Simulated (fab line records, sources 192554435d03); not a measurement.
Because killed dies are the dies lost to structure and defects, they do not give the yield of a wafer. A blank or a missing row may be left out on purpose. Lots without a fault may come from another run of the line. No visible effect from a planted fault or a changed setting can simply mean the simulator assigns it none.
fab line records	flow n5-finfet
record: lots: 24	wafers: 72	last-day: 18
route steps=1938 shown BEOL_M10@1530 BEOL_M11@1539 BEOL_M12@1612
lots that met no fault: from a run of the same line without faults
start-h: start of the lot's first displayed wafer, in hours after the record's first day	wait-h: time in hours since the lot's previous step	" the same as in the row above	L1.1+2: one row covering several wafers at once	- no value, or no start was given	* or withheld: withheld	< > ~ a bound
route shown NAME@n: names a module that has steps shown in the file, with the first one's number in the route	usual: mean/standard deviation of fault-free wafers	same: alike in all rows	chamber/n: place in a boat	sites: each site's reading	_std_site: their standard deviation	_edge_site: outer sites' mean less inner sites'	radius-mm: how far each site lies from the wafer's centre	mask NAME#n: copy n	behind: the tool/chamber that last shaped the wafer	hold: why the lot was held/for how many hours/how that ended	device: names the non-switching transistor (n, p or np)	end of line: tests run on the same wafers once the route is complete	for a step that has no rows: nothing shown but its recipe	killed: not the wafer's yield, but the dies lost to structure and defects at the first sort	map: shows each die of a wafer: x if killed, . if not, _ if none is there
set.NAME: the setting the step ran with; set.NAME@STEP: the setting that earlier step ran with	model.NAME: the simulator's own value behind a step, which no gauge read
steps of the route over a sample of lots; a table a step, a row a wafer
services: the hour from which a tool's chamber was out of use, counted from the record's first day as start-h (under 0 if before that day), plus the number of hours and why
== steps ==
step: N5_BEOL_M10_CMP_52
recipe: stop-on: SiCOH_lowk	t-overpolish-s: 7	down-force-psi: 1	platen-rpm: 50	clearing-platen-down-force-psi: 1.5	clearing-platen-rpm: 50	post-cmp-clean: cu-alkaline	target-thk-nm: 140	clearing-platen-pad-velocity-m-s: 0.99484	pad-velocity-m-s: 0.99484
usual: barrier-field-endpoint-s: 28.9/0.68	motor-current-A: 6.1/0.61	overpolish-run-s: 6.999/0.0085	slurry-filter-dp-kPa: 13.50/0.13	time-to-endpoint-s: 65.0/2.9
lot.wafer	tool	chamber	start-h	wait-h	barrier-field-endpoint-s	motor-current-A	overpolish-run-s	slurry-filter-dp-kPa	time-to-endpoint-s
L074.3	cmp-03	3	228.25	0.2	28.1	5.5	7.002	13.78	64.3
L074.4	"	0	"	"	28.8	5.7	7.002	13.38	65.4
L074.1	"	1	"	"	28.5	6.5	7.001	13.50	65.8
L077.1	cmp-03	3	231.01	0.3	28.2	5.9	6.992	13.40	65.5
L077.4	"	0	"	"	30.0	5.6	6.993	13.13	68.5
L077.5	"	2	"	"	29.9	6.0	6.996	13.55	68.6
L075.2	cmp-02	1	231.19	0.3	28.7	6.7	7.016	13.52	62.5
L075.6	"	3	"	"	28.9	5.9	6.993	13.64	61.6
L075.5	"	0	"	"	28.1	5.9	6.997	13.75	58.8
L076.1	cmp-01	3	238.97	0.3	28.4	5.3	7.003	13.42	62.9
L076.2	"	1	"	"	28.0	5.1	6.995	13.42	63.5
L076.4	"	2	"	"	29.1	6.9	7.001	13.44	63.5
L079.4	cmp-01	3	249.89	0.1	28.7	5.5	7.023	13.47	67.0
L079.3	"	1	"	"	28.4	5.4	7.001	13.35	66.6
L079.1	"	2	"	"	28.4	7.4	6.998	13.67	64.4
L078.4	cmp-02	0	253.77	0.1	28.9	5.9	6.993	13.48	60.9
L078.3	"	1	"	"	29.9	7.1	6.994	13.26	70.7
L078.5	"	0	"	"	29.9	5.9	6.996	13.42	61.9
L080.2	cmp-01	0	260.87	0.3	28.6	6.8	6.999	13.40	64.8
L080.5	"	3	"	"	29.5	5.5	6.999	13.55	65.5
L080.6	"	0	"	"	29.6	6.9	7.008	13.57	67.2
L081.4	cmp-01	1	268.59	0.1	28.4	5.4	7.003	13.37	64.0
L081.3	"	2	"	"	28.6	7.4	6.998	13.60	67.2
L081.1	"	0	"	"	29.2	6.8	6.999	13.44	68.5
L082.2	cmp-03	3	284.89	0.2	28.4	5.6	6.987	13.39	64.0
L082.4	"	0	"	"	28.6	5.8	6.986	13.38	64.6
L082.5	"	3	"	"	28.9	5.9	7.013	13.57	62.4
L083.4	cmp-02	3	290.21	0.1	28.0	5.9	6.995	13.46	65.7
L083.1	"	2	"	"	29.0	6.1	7.008	13.67	66.6
L083.5	"	0	"	"	30.5	6.2	6.992	13.57	63.4
L084.1	cmp-03	2	290.49	0.3	29.5	6.2	6.998	13.32	69.5
L084.6	"	0	"	"	28.4	5.8	7.003	13.65	66.0
L084.5	"	1	"	"	28.6	6.5	7.000	13.55	67.2
L085.3	cmp-02	1	300.80	0.2	28.7	6.8	6.999	13.55	62.4
L085.4	"	2	"	"	28.9	5.9	6.984	13.40	62.3
L085.2	"	3	"	"	28.5	6.2	6.997	13.64	60.8
L086.3	cmp-01	3	305.10	0.2	28.5	5.7	6.997	13.38	62.6
L086.1	"	2	"	"	28.3	6.9	7.008	13.39	61.7
L086.5	"	0	"	"	29.4	6.8	7.008	13.50	68.5
L089.1	cmp-02	1	311.97	0.3	29.3	7.2	6.996	13.54	66.9
L089.4	"	2	"	"	28.6	6.0	7.001	13.62	62.6
L089.5	"	1	"	"	29.2	7.3	6.989	13.53	67.1
L088.1	cmp-02	3	314.40	0.3	27.3	6.3	7.009	13.56	61.5
L088.2	"	0	"	"	27.9	5.5	7.005	13.53	60.2
L088.5	"	0	"	"	28.3	6.0	6.989	13.47	61.2
L087.1	cmp-03	0	315.73	0.3	28.7	6.0	6.993	13.59	67.6
L087.5	"	2	"	"	30.2	6.1	6.988	13.85	69.7
L087.6	"	3	"	"	29.7	5.9	6.997	13.42	64.1
L090.3	cmp-01	1	331.35	0.2	28.5	4.9	7.005	13.55	65.3
L090.2	"	3	"	"	28.8	5.6	7.004	13.43	65.9
L090.5	"	1	"	"	29.5	5.3	7.006	13.50	64.5
L092.2	cmp-03	0	338.53	0.2	28.0	5.8	6.997	13.62	66.3
L092.4	"	2	"	"	29.9	5.8	7.001	13.60	69.4
L092.5	"	1	"	"	28.4	6.9	7.010	13.68	65.2
L093.3	cmp-02	1	338.91	0.3	28.8	7.2	7.004	13.66	62.0
L093.6	"	2	"	"	29.2	6.1	7.003	13.55	63.4
L093.5	"	3	"	"	28.9	5.7	7.003	13.44	64.9
L094.2	cmp-01	0	348.37	0.3	28.6	7.0	6.993	13.46	64.6
L094.3	"	1	"	"	28.6	5.2	6.986	13.56	66.5
L094.5	"	2	"	"	29.6	7.7	6.986	13.48	67.7
L095.1	cmp-03	1	357.50	0.3	28.8	6.0	6.989	13.36	65.6
L095.4	"	2	"	"	29.9	6.0	7.014	13.49	71.6
L095.6	"	3	"	"	27.9	5.8	7.002	13.51	64.9
L097.3	cmp-01	1	361.74	0.2	28.6	5.1	6.993	13.45	61.6
L097.6	"	0	"	"	28.8	6.4	6.993	13.56	64.3
L097.5	"	1	"	"	28.8	5.4	6.981	13.56	61.6
L096.4	cmp-03	3	361.91	0.2	28.5	5.7	6.995	13.50	64.7
L096.2	"	0	"	"	29.5	5.7	6.998	13.42	65.3
L096.5	"	3	"	"	29.1	5.7	7.001	13.63	64.1
L091.3	cmp-01	0	377.92	0.2	29.9	6.8	7.001	13.54	67.9
L091.4	"	2	"	"	30.3	7.2	6.988	13.56	68.9
L091.5	"	0	"	"	29.4	7.3	7.008	13.36	66.5
step: N5_BEOL_M10_DEP_56
recipe: material: SiCN	target-thk-a: 150	temp-c: withheld	precursor: 3MS/NH3	pressure-torr: 3	rf-w: 202	time-s: 26.5
usual: showerhead-plenum-p-Torr: 3.664/0.012	throttle-valve-pct: 9.0/0.47
same: time-s: 26.5
lot.wafer	tool	chamber	start-h	wait-h	showerhead-plenum-p-Torr	throttle-valve-pct
L074.1	pecvd-04	1	228.61	0.0	3.672	8.9
L074.3	"	0	"	"	3.650	9.4
L074.4	"	0	"	"	3.656	8.9
L077.1	pecvd-01	0	231.34	0.0	3.671	9.1
L077.4	"	1	"	"	3.652	9.5
L077.5	"	1	"	"	3.650	9.1
L075.2	pecvd-02	0	231.47	0.0	3.685	8.7
L075.5	"	1	"	"	3.675	9.8
L075.6	"	2	"	"	3.647	9.7
L076.1	pecvd-04	0	239.38	0.1	3.650	9.4
L076.2	"	0	"	"	3.650	9.5
L076.4	"	0	"	"	3.654	9.4
L079.1	pecvd-01	1	250.26	0.0	3.648	9.3
L079.3	"	1	"	"	3.656	9.1
L079.4	"	2	"	"	3.667	8.6
L078.3	pecvd-02	0	254.13	0.0	3.680	8.6
L078.4	"	0	"	"	3.683	8.6
L078.5	"	2	"	"	3.652	9.4
L080.2	pecvd-04	2	261.19	0.0	3.665	8.7
L080.5	"	0	"	"	3.662	9.3
L080.6	"	1	"	"	3.672	8.7
L081.1	pecvd-04	0	268.95	0.0	3.669	8.8
L081.3	"	2	"	"	3.657	8.8
L081.4	"	2	"	"	3.655	8.7
L082.2	pecvd-02	2	285.25	0.0	3.656	9.5
L082.4	"	0	"	"	3.670	8.7
L082.5	"	1	"	"	3.675	9.5
L083.1	pecvd-02	2	290.57	0.0	3.654	9.7
L083.4	"	2	"	"	3.658	9.8
L083.5	"	0	"	"	3.669	8.7
L084.1	pecvd-04	0	290.77	0.0	3.660	9.4
L084.5	"	2	"	"	3.660	8.7
L084.6	"	0	"	"	3.657	8.9
L085.2	pecvd-04	2	301.16	0.0	3.668	8.6
L085.3	"	0	"	"	3.646	9.2
L085.4	"	0	"	"	3.666	9.5
L086.1	pecvd-01	0	305.46	0.0	3.665	9.4
L086.3	"	2	"	"	3.677	8.4
L086.5	"	1	"	"	3.652	9.0
L089.1	pecvd-01	1	312.30	0.0	3.654	9.0
L089.4	"	1	"	"	3.646	8.9
L089.5	"	0	"	"	3.665	9.2
L088.1	pecvd-02	1	314.77	0.0	3.682	9.7
L088.2	"	2	"	"	3.641	9.6
L088.5	"	1	"	"	3.669	9.7
L087.1	pecvd-01	0	316.01	0.0	3.665	8.9
L087.5	"	1	"	"	3.653	9.4
L087.6	"	0	"	"	3.680	9.3
L090.2	pecvd-01	0	331.71	0.0	3.670	9.3
L090.3	"	1	"	"	3.645	9.0
L090.5	"	0	"	"	3.669	9.2
L092.2	pecvd-01	2	338.88	0.0	3.681	8.2
L092.4	"	0	"	"	3.676	9.2
L092.5	"	2	"	"	3.665	8.4
L093.3	pecvd-04	2	339.15	0.0	3.670	8.9
L093.5	"	0	"	"	3.659	9.1
L093.6	"	2	"	"	3.657	8.1
L094.2	pecvd-04	1	348.65	0.0	3.670	8.8
L094.3	"	0	"	"	3.652	9.2
L094.5	"	1	"	"	3.663	8.6
L095.1	pecvd-01	2	357.78	0.0	3.671	8.3
L095.4	"	1	"	"	3.654	8.8
L095.6	"	0	"	"	3.670	9.0
L097.3	pecvd-04	1	362.06	0.0	3.674	8.7
L097.5	"	1	"	"	3.672	8.7
L097.6	"	0	"	"	3.663	9.3
L096.2	pecvd-02	1	362.23	0.0	3.671	10.0
L096.4	"	2	"	"	3.662	9.6
L096.5	"	0	"	"	3.684	8.6
L091.3	pecvd-02	2	378.27	0.0	3.654	9.7
L091.4	"	2	"	"	3.655	9.8
L091.5	"	1	"	"	3.680	9.6
step: N5_BEOL_M11_PECVD_70
recipe: material: SiO2	target-thk-a: 200	temp-c: 400	precursor: TEOS/O2	pressure-torr: 5.5	rf-w: 450	teos-flow-sccm: 53.8	gas: O2	flow-sccm: 3000	time-s: 22.7
usual: heater-power-w: 771/67	showerhead-plenum-p-Torr: 8.78/0.055	throttle-valve-pct: 22.3/1.4
same: time-s: 22.7
lot.wafer	tool	chamber	start-h	wait-h	heater-power-w	showerhead-plenum-p-Torr	throttle-valve-pct
L074.1	pecvd-01	1	229.39	0.0	837	8.69	22.3
L074.3	"	0	"	"	727	8.80	22.4
L074.4	"	1	"	"	827	8.70	22.7
L077.1	pecvd-03	0	232.12	0.0	751	8.74	22.2
L077.4	"	0	"	"	745	8.75	22.0
L077.5	"	2	"	"	915	8.77	19.7
L075.2	pecvd-02	1	232.23	0.0	711	8.85	24.0
L075.5	"	0	"	"	707	8.81	21.2
L075.6	"	1	"	"	705	8.86	23.6
L076.1	pecvd-02	0	240.22	0.0	642	8.86	21.1
L076.2	"	2	"	"	682	8.72	24.0
L076.4	"	1	"	"	653	8.86	24.1
L079.1	pecvd-02	1	251.20	0.0	617	8.87	24.0
L079.3	"	0	"	"	797	8.83	21.5
L079.4	"	1	"	"	619	8.89	23.8
L078.3	pecvd-01	1	254.92	0.0	852	8.70	22.4
L078.4	"	0	"	"	761	8.78	22.5
L078.5	"	1	"	"	848	8.70	22.4
L080.2	pecvd-03	2	262.59	0.0	876	8.78	20.0
L080.5	"	0	"	"	786	8.73	22.4
L080.6	"	1	"	"	755	8.78	23.9
L081.1	pecvd-03	0	270.22	0.0	807	8.74	22.2
L081.3	"	1	"	"	724	8.78	23.7
L081.4	"	0	"	"	820	8.78	22.6
L082.2	pecvd-02	1	286.01	0.0	621	8.87	23.9
L082.4	"	1	"	"	610	8.85	23.9
L082.5	"	2	"	"	779	8.70	24.1
L083.1	pecvd-01	0	291.33	0.0	653	8.80	22.6
L083.4	"	0	"	"	648	8.80	22.5
L083.5	"	1	"	"	775	8.71	23.0
L084.1	pecvd-03	1	291.54	0.0	835	8.79	23.8
L084.5	"	1	"	"	830	8.78	23.8
L084.6	"	2	"	"	819	8.79	20.0
L085.2	pecvd-01	0	301.93	0.0	719	8.82	22.9
L085.3	"	1	"	"	848	8.68	22.5
L085.4	"	0	"	"	727	8.80	22.7
L086.1	pecvd-02	0	306.25	0.0	807	8.84	21.5
L086.3	"	0	"	"	795	8.84	21.3
L086.5	"	0	"	"	810	8.84	21.2
L089.1	pecvd-01	2	313.18	0.0	807	8.84	20.2
L089.4	"	0	"	"	717	8.82	22.8
L089.5	"	1	"	"	781	8.70	22.2
L088.1	pecvd-02	2	315.56	0.0	713	8.72	24.0
L088.2	"	0	"	"	780	8.83	21.3
L088.5	"	2	"	"	693	8.70	23.8
L087.1	pecvd-01	1	316.77	0.0	832	8.72	22.5
L087.5	"	1	"	"	841	8.70	22.5
L087.6	"	2	"	"	782	8.82	20.9
L090.2	pecvd-03	0	332.49	0.0	872	8.73	22.4
L090.3	"	1	"	"	746	8.79	23.6
L090.5	"	1	"	"	741	8.77	23.8
L093.3	pecvd-02	2	339.92	0.0	761	8.72	24.2
L093.5	"	1	"	"	706	8.84	23.8
L093.6	"	2	"	"	772	8.72	24.0
L092.2	pecvd-01	0	340.13	0.0	744	8.83	22.8
L092.4	"	1	"	"	877	8.72	22.4
L092.5	"	0	"	"	751	8.79	22.7
L094.2	pecvd-03	2	349.89	0.0	845	8.80	20.1
L094.3	"	0	"	"	849	8.76	22.5
L094.5	"	1	"	"	780	8.75	23.7
L095.1	pecvd-03	1	358.54	0.0	816	8.80	23.6
L095.4	"	1	"	"	820	8.77	23.7
L095.6	"	0	"	"	822	8.76	22.5
L097.3	pecvd-01	1	363.18	0.0	851	8.71	22.6
L097.5	"	0	"	"	731	8.81	23.0
L097.6	"	1	"	"	855	8.72	22.3
L096.2	pecvd-01	1	363.66	0.0	835	8.67	22.6
L096.4	"	2	"	"	760	8.83	20.9
L096.5	"	0	"	"	653	8.82	22.5
L091.3	pecvd-02	2	379.04	0.0	817	8.71	23.9
L091.4	"	0	"	"	744	8.85	21.2
L091.5	"	2	"	"	810	8.70	24.1
step: N5_BEOL_M11_CD_MEAS_11
recipe: target-cd-nm: 64.1	landing-energy-ev: 500	detector: se-inlens	polarity: opening
usual: cd-nm: 64.0/0.58
lot.wafer	tool	chamber	start-h	wait-h	cd-nm
L074.1	cd-sem-02	0	229.89	-	62.8
L074.3	"	0	"	"	63.9
L074.4	"	0	"	"	63.7
L077.1	cd-sem-01	0	233.07	-	64.1
L077.4	"	0	"	"	64.5
L077.5	"	0	"	"	63.7
L075.2	cd-sem-02	0	233.17	-	65.7
L075.5	"	0	"	"	64.6
L075.6	"	0	"	"	65.2
L076.1	cd-sem-02	0	242.29	-	63.4
L076.2	"	0	"	"	64.4
L076.4	"	0	"	"	64.0
L079.1	cd-sem-03	0	254.02	-	64.6
L079.3	"	0	"	"	64.4
L079.4	"	0	"	"	64.1
L078.3	cd-sem-02	0	255.85	-	64.1
L078.4	"	0	"	"	63.9
L078.5	"	0	"	"	63.7
L080.2	cd-sem-03	0	266.05	-	64.8
L080.5	"	0	"	"	63.3
L080.6	"	0	"	"	63.9
L081.1	cd-sem-02	0	271.13	-	64.9
L081.3	"	0	"	"	64.4
L081.4	"	0	"	"	64.3
L082.2	cd-sem-02	0	286.68	-	63.6
L082.4	"	0	"	"	63.8
L082.5	"	0	"	"	64.6
L083.1	cd-sem-02	0	292.47	-	63.3
L083.4	"	0	"	"	63.3
L083.5	"	0	"	"	63.0
L084.1	cd-sem-01	0	292.63	-	63.7
L084.5	"	0	"	"	63.3
L084.6	"	0	"	"	63.8
L085.2	cd-sem-02	0	303.62	-	63.7
L085.3	"	0	"	"	64.3
L085.4	"	0	"	"	63.5
L086.1	cd-sem-03	0	307.07	-	63.6
L086.3	"	0	"	"	64.6
L086.5	"	0	"	"	63.6
L089.1	cd-sem-01	0	314.49	-	64.3
L089.4	"	0	"	"	63.3
L089.5	"	0	"	"	63.9
L088.1	cd-sem-03	0	317.67	-	63.5
L088.2	"	0	"	"	63.9
L088.5	"	0	"	"	63.6
L087.1	cd-sem-01	0	318.13	-	63.4
L087.5	"	0	"	"	64.2
L087.6	"	0	"	"	63.9
L090.2	cd-sem-01	0	333.80	-	63.5
L090.3	"	0	"	"	63.3
L090.5	"	0	"	"	63.4
L093.3	cd-sem-01	0	342.18	-	64.5
L093.5	"	0	"	"	65.0
L093.6	"	0	"	"	64.9
L092.2	cd-sem-01	0	342.34	-	64.2
L092.4	"	0	"	"	64.9
L092.5	"	0	"	"	64.0
L094.2	cd-sem-01	0	350.98	-	64.2
L094.3	"	0	"	"	63.6
L094.5	"	0	"	"	64.0
L095.1	cd-sem-01	0	359.87	-	64.5
L095.4	"	0	"	"	63.5
L095.6	"	0	"	"	64.4
L097.3	cd-sem-03	0	365.02	-	64.7
L097.5	"	0	"	"	64.0
L097.6	"	0	"	"	63.8
L096.2	cd-sem-01	0	365.18	-	63.8
L096.4	"	0	"	"	62.6
L096.5	"	0	"	"	63.9
L091.3	cd-sem-03	0	381.15	-	64.9
L091.4	"	0	"	"	64.0
L091.5	"	0	"	"	64.5
step: N5_BEOL_M12_CD_MEAS_10
recipe: target-cd-nm: 140	landing-energy-ev: 500	detector: se-inlens	polarity: opening
usual: cd-nm: 139.6/2
lot.wafer	tool	chamber	start-h	wait-h	cd-nm
L074.1	cd-sem-01	0	235.67	-	137.7
L074.3	"	0	"	"	135.2
L074.4	"	0	"	"	137.0
L077.1	cd-sem-01	0	237.81	-	140.9
L077.4	"	0	"	"	145.0
L077.5	"	0	"	"	141.8
L075.2	cd-sem-02	0	237.95	-	137.0
L075.5	"	0	"	"	139.2
L075.6	"	0	"	"	142.9
L076.1	cd-sem-03	0	251.55	-	138.0
L076.2	"	0	"	"	136.5
L076.4	"	0	"	"	138.2
L079.1	cd-sem-03	0	260.09	-	143.7
L079.3	"	0	"	"	137.3
L079.4	"	0	"	"	141.3
L078.3	cd-sem-02	0	261.74	-	137.6
L078.4	"	0	"	"	137.7
L078.5	"	0	"	"	137.2
L080.2	cd-sem-02	0	271.96	-	138.1
L080.5	"	0	"	"	139.2
L080.6	"	0	"	"	138.1
L081.1	cd-sem-03	0	278.40	-	142.3
L081.3	"	0	"	"	142.9
L081.4	"	0	"	"	139.9
L082.2	cd-sem-03	0	293.58	-	139.5
L082.4	"	0	"	"	139.3
L082.5	"	0	"	"	138.6
L083.1	cd-sem-01	0	296.89	-	137.6
L083.4	"	0	"	"	138.6
L083.5	"	0	"	"	138.4
L084.1	cd-sem-02	0	297.88	-	140.6
L084.5	"	0	"	"	138.8
L084.6	"	0	"	"	136.6
L085.2	cd-sem-01	0	311.18	-	140.6
L085.3	"	0	"	"	142.5
L085.4	"	0	"	"	140.1
L086.1	cd-sem-03	0	314.96	-	139.3
L086.3	"	0	"	"	141.9
L086.5	"	0	"	"	141.1
L089.1	cd-sem-02	0	320.69	-	140.6
L089.4	"	0	"	"	136.2
L089.5	"	0	"	"	138.7
L088.1	cd-sem-01	0	324.41	-	136.7
L088.2	"	0	"	"	135.6
L088.5	"	0	"	"	139.2
L087.1	cd-sem-01	0	327.51	-	138.6
L087.5	"	0	"	"	140.4
L087.6	"	0	"	"	142.0
L090.2	cd-sem-03	0	341.27	-	140.6
L090.3	"	0	"	"	140.0
L090.5	"	0	"	"	138.1
L093.3	cd-sem-02	0	348.63	-	140.7
L093.5	"	0	"	"	138.9
L093.6	"	0	"	"	137.5
L092.2	cd-sem-01	0	349.29	-	137.2
L092.4	"	0	"	"	141.9
L092.5	"	0	"	"	140.2
L094.2	cd-sem-03	0	357.06	-	138.1
L094.3	"	0	"	"	137.9
L094.5	"	0	"	"	144.0
L095.1	cd-sem-03	0	366.22	-	137.7
L095.4	"	0	"	"	139.0
L095.6	"	0	"	"	141.8
L097.3	cd-sem-01	0	369.92	-	140.0
L097.5	"	0	"	"	140.1
L097.6	"	0	"	"	140.2
L096.2	cd-sem-03	0	370.22	-	138.5
L096.4	"	0	"	"	140.6
L096.5	"	0	"	"	143.7
L091.3	cd-sem-01	0	388.69	-	143.1
L091.4	"	0	"	"	140.9
L091.5	"	0	"	"	140.1
step: N5_BEOL_M12_DESCUM_33
recipe: chemistry: O2	time-s: 7.9	source-power-w: 50	bias-power-w: 20	pressure-mtorr: 20	rf-frequency-hz: 2.712e+07	temp-c: 40	o2-flow-sccm: 225
usual: drypump-motor-current-A: 5.8/0.43	oes-product-au: 0.79/0.097	rf-vpp-V: 243.1/1	showerhead-plenum-p-Torr: 2.08/0.052	throttle-valve-pct: 20.46/0.26
same: time-s: 7.9
lot.wafer	tool	chamber	start-h	wait-h	drypump-motor-current-A	oes-product-au	rf-hours-counter-h	rf-vpp-V	showerhead-plenum-p-Torr	throttle-valve-pct
L074.1	rie-diel-04	1	236.80	0.0	5.6	0.80	111	243.2	2.09	20.57
L074.3	"	3	"	"	5.6	0.96	10	244.2	2.15	20.58
L074.4	"	2	"	"	6.0	0.77	122	242.0	2.09	20.09
L077.1	rie-diel-01	3	238.95	0.0	6.7	0.69	254	243.4	2.15	20.80
L077.4	"	1	"	"	6.2	0.82	97	243.1	2.13	20.73
L077.5	"	2	"	"	5.6	0.75	-	242.0	2.02	20.62
L075.2	rie-diel-04	0	239.34	0.0	5.3	0.69	225	243.6	2.06	20.39
L075.5	"	0	"	"	5.3	0.69	-	243.2	2.06	20.42
L075.6	"	1	"	"	5.5	0.79	-	244.7	2.09	20.55
L076.1	rie-diel-04	1	252.67	0.0	5.6	0.79	116	243.9	2.09	20.57
L076.2	"	2	"	"	6.0	0.77	128	242.5	2.09	20.08
L076.4	"	3	"	"	5.6	0.95	16	244.2	2.15	20.60
L079.1	rie-diel-04	2	261.10	0.0	6.0	0.76	132	242.7	2.09	20.11
L079.3	"	0	"	"	5.3	0.68	232	242.9	2.05	20.41
L079.4	"	1	"	"	5.5	0.78	119	243.4	2.09	20.58
L078.3	rie-diel-02	2	262.73	0.0	6.6	0.74	199	242.1	2.17	20.88
L078.4	"	0	"	"	6.2	0.86	50	244.9	2.13	20.40
L078.5	"	1	"	"	5.8	0.75	-	243.2	2.08	20.64
L080.2	rie-diel-04	1	273.00	0.0	5.5	0.78	123	242.0	2.09	20.58
L080.5	"	2	"	"	5.9	0.75	-	242.4	2.08	20.09
L080.6	"	1	"	"	5.5	0.79	-	242.2	2.09	20.59
L081.1	rie-diel-01	2	279.52	0.0	5.6	0.74	149	242.0	2.01	20.66
L081.3	"	0	"	"	5.9	0.72	210	242.7	1.97	20.24
L081.4	"	3	"	"	6.7	1.00	3	243.0	2.15	20.45
L082.2	rie-diel-04	0	295.13	0.5	5.3	0.68	247	241.5	2.05	20.44
L082.4	"	0	"	"	5.3	0.68	-	241.4	2.05	20.44
L082.5	"	1	"	"	5.5	0.78	-	243.0	2.09	20.59
L083.1	rie-diel-01	1	297.93	0.0	6.2	0.81	114	242.3	2.12	20.77
L083.4	"	2	"	"	5.6	0.73	150	241.9	2.01	20.67
L083.5	"	3	"	"	6.6	0.99	-	243.7	2.15	20.44
L084.1	rie-diel-01	0	299.04	0.2	5.9	0.71	212	242.3	1.97	20.23
L084.5	"	0	"	"	5.9	0.71	-	239.9	1.97	20.25
L084.6	"	3	"	"	6.6	0.99	-	243.3	2.15	20.43
L085.2	rie-diel-02	1	312.33	0.1	5.8	0.73	200	244.1	2.08	20.64
L085.3	"	3	"	"	5.2	0.67	240	243.6	2.08	20.40
L085.4	"	2	"	"	6.6	0.72	218	243.8	2.16	20.90
L086.1	rie-diel-02	1	316.03	0.0	5.8	0.73	201	243.2	2.08	20.67
L086.3	"	0	"	"	6.1	0.82	72	245.4	2.13	20.43
L086.5	"	0	"	"	6.1	0.82	-	243.7	2.13	20.41
L089.1	rie-diel-01	2	321.69	0.0	5.6	0.72	159	241.3	2.01	20.67
L089.4	"	0	"	"	5.9	0.70	-	242.4	1.97	20.24
L089.5	"	3	"	"	6.7	0.96	-	243.6	2.14	20.45
L088.1	rie-diel-04	1	325.43	0.0	5.6	0.76	146	243.4	2.08	20.61
L088.2	"	0	"	"	5.3	0.98	1	242.4	2.05	19.97
L088.5	"	3	"	"	5.6	0.89	-	243.3	2.14	20.62
L087.1	rie-diel-04	1	328.71	0.2	5.5	0.77	148	242.6	2.08	20.63
L087.5	"	0	"	"	5.3	0.98	-	242.8	2.05	19.97
L087.6	"	1	"	"	5.5	0.76	-	242.4	2.08	20.61
L090.2	rie-diel-01	3	343.42	0.5	6.7	0.93	21	241.8	2.14	20.45
L090.3	"	1	"	"	6.2	0.79	125	241.9	2.12	20.79
L090.5	"	1	"	"	6.2	0.80	-	244.1	2.12	20.78
L093.3	rie-diel-04	1	349.73	0.1	5.6	0.75	154	243.7	2.08	20.61
L093.5	"	2	"	"	6.0	0.74	-	243.4	2.07	20.15
L093.6	"	3	"	"	5.6	0.87	-	243.5	2.14	20.64
L092.2	rie-diel-02	2	350.42	0.2	6.7	0.70	232	245.7	2.16	20.92
L092.4	"	0	"	"	6.2	0.81	-	243.4	2.12	20.44
L092.5	"	1	"	"	5.9	0.73	-	242.4	2.07	20.68
L094.2	rie-diel-04	2	358.14	0.0	6.0	0.72	167	243.0	2.07	20.16
L094.3	"	3	"	"	5.6	0.86	53	242.8	2.14	20.66
L094.5	"	2	"	"	6.0	0.73	-	242.8	2.07	20.16
L095.1	rie-diel-02	0	367.24	0.1	6.2	0.79	97	244.8	2.12	20.47
L095.4	"	1	"	"	5.8	0.71	224	243.0	2.07	20.69
L095.6	"	2	"	"	6.7	0.69	-	244.5	2.16	20.93
L097.3	rie-diel-04	3	370.91	0.0	5.6	0.85	57	242.9	2.13	20.66
L097.5	"	2	"	"	5.9	0.71	-	242.9	2.07	20.16
L097.6	"	1	"	"	5.6	0.74	-	242.3	2.08	20.64
L096.2	rie-diel-04	0	371.40	0.2	5.3	0.92	18	243.4	2.04	19.99
L096.4	"	3	"	"	5.6	0.87	58	244.4	2.13	20.67
L096.5	"	0	"	"	5.3	0.91	-	243.3	2.04	20.00
L091.3	rie-diel-04	2	389.69	0.0	6.0	0.71	178	242.9	2.07	20.17
L091.4	"	0	"	"	5.3	0.89	25	241.4	2.04	20.00
L091.5	"	2	"	"	5.9	0.72	-	242.5	2.07	20.16
== services ==
tool	chamber	start-h	hours	kind
cmp-01	-	215.26	4.0	pm
pecvd-03	1	218.34	4.4	repair
cmp-02	-	231.34	4.0	pm
pecvd-04	2	237.47	1.8	repair
rie-diel-01	3	242.29	6.0	repair
pecvd-01	0	248.25	4.4	repair
pecvd-01	1	260.05	5.9	repair
pecvd-02	-	265.18	2.9	repair
pecvd-02	-	268.09	2.8	pm
rie-diel-01	1	269.22	5.2	repair
pecvd-03	-	273.89	2.8	pm
cmp-03	-	276.92	1.5	repair
rie-diel-01	-	280.26	14.6	pm
cmp-01	-	281.67	3.9	repair
cmp-02	-	312.55	0.3	repair
rie-diel-01	1	315.35	8.1	repair
rie-diel-02	1	318.16	4.5	repair
rie-diel-02	3	322.29	6.9	repair
pecvd-02	-	323.87	14.6	pm
cmp-01	-	352.54	5.1	pm
cmp-03	-	366.55	0.5	repair
rie-diel-01	2	372.55	2.4	repair
cmp-02	-	372.97	4.4	repair
pecvd-04	1	378.30	10.9	repair
== key ==
fault none
